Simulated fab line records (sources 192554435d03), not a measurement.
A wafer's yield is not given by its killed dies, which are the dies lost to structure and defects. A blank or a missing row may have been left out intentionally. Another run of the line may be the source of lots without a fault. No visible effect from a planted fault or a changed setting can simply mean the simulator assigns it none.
Chamber matching    flow n5_finfet    ald_metal-03 running N5_HKMG_FIN_ALD_71: 4 sister chambers
The step deposits TiN, target thk 1 nm, pulse time 1 s, purge time 3 s. 8 wafers are shown with their chamber, then 9 later ones without.

## WAFERS WITH THEIR CHAMBER
wafer   chamber  heater_power_w (W)  precursor_pulse_height_rel
L082.6  0        757                 0.988
L084.6  3        785                 0.987
L086.1  0        786                 1.024
L086.2  3        763                 0.992
L086.3  2        905                 1.023
L094.3  2        897                 1.033
L094.4  1        865                 1.017
L094.5  1        811                 0.994

## WAFERS WHOSE CHAMBER IS MISSING
wafer   heater_power_w (W)  precursor_pulse_height_rel
L095.2  819                 1.005
L095.3  778                 1.052
L095.5  761                 0.962
L096.1  892                 0.996
L096.2  836                 0.974
L096.3  755                 1.013
L096.4  796                 1.022
L096.5  775                 1.017
L096.6  894                 0.999

## THE CHAMBER EACH PASSED THROUGH
wafer   from the rows above           in truth
L095.2  can't be placed: 1 or 0 or 3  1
L095.3  can't be placed: 0 or 1 or 3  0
L095.5  can't be placed: 3 or 0       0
L096.1  can't be placed: 2 or 1       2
L096.2  can't be placed: 1 or 3 or 0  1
L096.3  can't be placed: 0 or 3       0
L096.4  can't be placed: 0 or 1 or 3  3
L096.5  can't be placed: 0 or 3       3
L096.6  can't be placed: 2 or 1       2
0 of 9 placed correctly. Cannot be placed on the basis of these rows: 9; the candidates contain the true chamber in 9. 0 placed wrongly.
How it was worked out, from the rows above alone: a wafer's distance from a chamber is the root of the sum, over the readings, of the square of ((its reading less the chamber's mean) divided by the reading's scatter). The wafer belongs to the nearest chamber; if the next one is less than 2 further off, it can't be placed. A chamber's mean is the mean of its shown wafers. The scatter is the square root of a quotient: the sum, over the shown wafers, of each reading's squared deviation from its chamber's mean, divided by wafers minus chambers.
